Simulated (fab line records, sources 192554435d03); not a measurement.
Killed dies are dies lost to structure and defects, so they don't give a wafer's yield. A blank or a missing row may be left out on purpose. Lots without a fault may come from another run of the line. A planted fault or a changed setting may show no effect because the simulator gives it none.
Problem report in the 8D (eight disciplines) form, filled by code | flow n5_finfet | the parts of the form that need people (team, actions taken, sign-off) are left out

1. THE PROBLEM
bias_w at N5_BEOL_M2_TRENCH_ETCH_37 reads a mean of 193.6 W on 6 wafers of 2 lots; wafers without a fault read 185.0 W with a standard deviation of 0.61. That is +14 standard deviations from the usual mean.
The step: etches SiOC in C4F6/O2, target depth 55.555 nm, time 29.2 s.
First seen on wafer L590.1, day 11 11:37, on rie_diel-01. The record holds 27 wafers of 9 lots with a number at this step. Rule for "out", or "out of limits": more than 4 standard deviations from the usual mean. The other wafers with a number count as sound.

2. WHAT IT IS AND WHAT IT IS NOT
question                    | is                     | is not
which readings at this step | bias_w                 | drypump_motor_current_A, oes_product_au, rf_fwd_power_W, throttle_valve_pct
which lots                  | L590, L593             | L572, L575, L579, L580, L583, L589, L595
which wafers of those lots  | all that have a number | -
read on which tools         | rie_diel-01            | rie_diel-03, rie_diel-04
when                        | from day 11 11:37      | up to then (15 sound wafers); but 6 sound wafers of L589, L595 came after

3. SUSPECTS, AND WHAT RULES EACH OUT
Counting: a tool at a process step up to the reading stays a suspect if it ran every lot that is out and no sound lot after the first of them.
- rie_diel-01 at N5_BEOL_M2_ETCHBACK_99 (etches SiO2 in CHF3, target depth 5 nm, time 10.4 s): kept. It ran every lot that is out, first L590 (day 11 11:23), and no sound lot after that; its last sound lot up to then is L583 (day 9 13:07).
- rie_diel-01 at N5_BEOL_M2_TRENCH_ETCH_37 (etches SiOC in C4F6/O2, target depth 55.555 nm, time 29.2 s): kept. It ran every lot that is out, first L590 (day 11 11:37), and no sound lot after that; its last sound lot up to then is L583 (day 9 13:22). Its own readings are out on those wafers: bias_w.
Left after counting: rie_diel-01 at N5_BEOL_M2_ETCHBACK_99, rie_diel-01 at N5_BEOL_M2_TRENCH_ETCH_37.

4. THE CAUSE (what the simulator had put in)
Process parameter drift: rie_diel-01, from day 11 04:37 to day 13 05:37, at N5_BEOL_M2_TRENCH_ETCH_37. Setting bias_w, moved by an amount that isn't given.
Counting left 2 suspects, and this tool is among them.

5. THE CHAIN OF EFFECTS, in route order
Each row: a reading whose mean over the struck wafers that have a number lies more than 3 standard deviations from the usual. Only readings for which the record gives a usual standard deviation are gone through. hours: the time from each lot's start at the first step in this table that gives one to its start at this step, as a median over the lots. sigmas: the change in usual standard deviations.
hours | step                      | reading  | usual   | on struck wafers | change | sigmas
0     | N5_BEOL_M2_TRENCH_ETCH_37 | bias_w   | 185.0 W | 193.6            | +8.6   | +14
0     | N5_BEOL_M2_TRENCH_ETCH_37 | rf_vpp_V | 669 V   | 698              | +29    | +5.2
The process steps in it:
- N5_BEOL_M2_TRENCH_ETCH_37: etches SiOC in C4F6/O2, target depth 55.555 nm, time 29.2 s.
Later measuring or inspecting steps at which every struck wafer that the step has a row for has a number for every such reading, and none has moved that far: N5_BEOL_M4_RC_MEAS_101.

6. WHAT WOULD HAVE CAUGHT IT SOONER
In this record the first reading out of limits was taken at day 11 11:37, 7 hours after the fault began at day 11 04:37.
